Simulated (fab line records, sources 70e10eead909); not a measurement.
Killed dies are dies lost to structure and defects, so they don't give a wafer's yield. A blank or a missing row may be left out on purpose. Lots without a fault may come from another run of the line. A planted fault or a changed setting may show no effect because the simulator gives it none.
Problem report in the 8D (eight disciplines) form, filled by code | flow nand_harc | the parts of the form that need people (team, actions taken, sign-off) are left out

1. THE PROBLEM
killed_dies at NHARC_END_SORT_01 reads a mean of 677 on 5 wafers of 3 lots; wafers without a fault read 56 with a standard deviation of 17. That is +37 standard deviations from the usual mean.
First seen on wafer L451.1, day 30 13:52, on prober-01. The record holds 7 wafers of 3 lots with a number at this step. Rule for "out", or "out of limits": more than 4 standard deviations from the usual mean. The other wafers with a number count as sound.

2. WHAT IT IS AND WHAT IT IS NOT
question                    | is                                     | is not
which readings at this step | killed_dies, killed_at_array           | killed_at_other, killed_at_periphery, killed_open, killed_short
which lots                  | L450, L451, L454                       | -
which wafers of those lots  | L450.5, L451.1, L451.4, L454.3, L454.5 | L450.3, L450.6
read on which gauges        | prober-01, prober-02                   | -
when                        | from day 30 13:52                      | up to then (0 sound wafers); but 2 sound wafers of L450 came after

3. SUSPECTS, AND WHAT RULES EACH OUT
Counting: a tool at a process step up to the reading stays a suspect if it ran every lot that is out. Sound lots after the first of them don't rule it out here, since some wafers of a struck lot are sound.
- the gauge at NHARC_END_SORT_01: ruled out. The wafers that are out were read on 2 gauges (prober-01, prober-02).
- cvd_w-02 at NHARC_A_WL_FILL_CVD_03 (deposits W, target thk 40 nm, time 279 s): kept. It ran every lot that is out, first L451 (day 26 15:15).
- rie_diel-07 at NHARC_THIN_TSV_ETCHBACK_48 (etches the open film in C4F8/Ar, target depth 1028.5 nm, time 405.17 s): kept. It ran every lot that is out and that the record shows at this step, first L450 (day 30 05:32). The record shows only 1 of the 3 lots at this step.
- Within cvd_w-02 at NHARC_A_WL_FILL_CVD_03: the wafers that are out ran in chamber 0; their sound lot-mates ran in chamber 1.
Left after counting: cvd_w-02 at NHARC_A_WL_FILL_CVD_03, rie_diel-07 at NHARC_THIN_TSV_ETCHBACK_48.

4. THE CAUSE (what the simulator had put in)
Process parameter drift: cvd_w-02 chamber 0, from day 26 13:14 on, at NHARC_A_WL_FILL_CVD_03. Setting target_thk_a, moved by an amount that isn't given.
Counting left 2 suspects, and this tool is among them.

5. THE CHAIN OF EFFECTS, in route order
Each row: a reading whose mean over the struck wafers that have a number lies more than 3 standard deviations from the usual. Only readings for which the record gives a usual standard deviation are gone through. hours: the time from each lot's start at the first step in this table that gives one to its start at this step, as a median over the lots. sigmas: the change in usual standard deviations.
hours | step              | reading         | usual | on struck wafers | change | sigmas
0     | NHARC_END_SORT_01 | killed_at_array | 52    | 674              | +622   | +35
0     | NHARC_END_SORT_01 | killed_dies     | 56    | 677              | +621   | +37

6. WHAT WOULD HAVE CAUGHT IT SOONER
In this record the first reading out of limits at a measuring or inspecting step was taken at day 30 13:52, 97 hours after the fault began at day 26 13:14.
Of the tool readings at NHARC_A_WL_FILL_CVD_03 for which the record gives a usual standard deviation, none was out on any struck wafer, so an alarm limit of 4 standard deviations on them would not have fired.
All the lots that are out (3) had begun NHARC_A_WL_FILL_CVD_03 on cvd_w-02 by day 30 13:52. A hold on the tool at that time would have spared none of them.
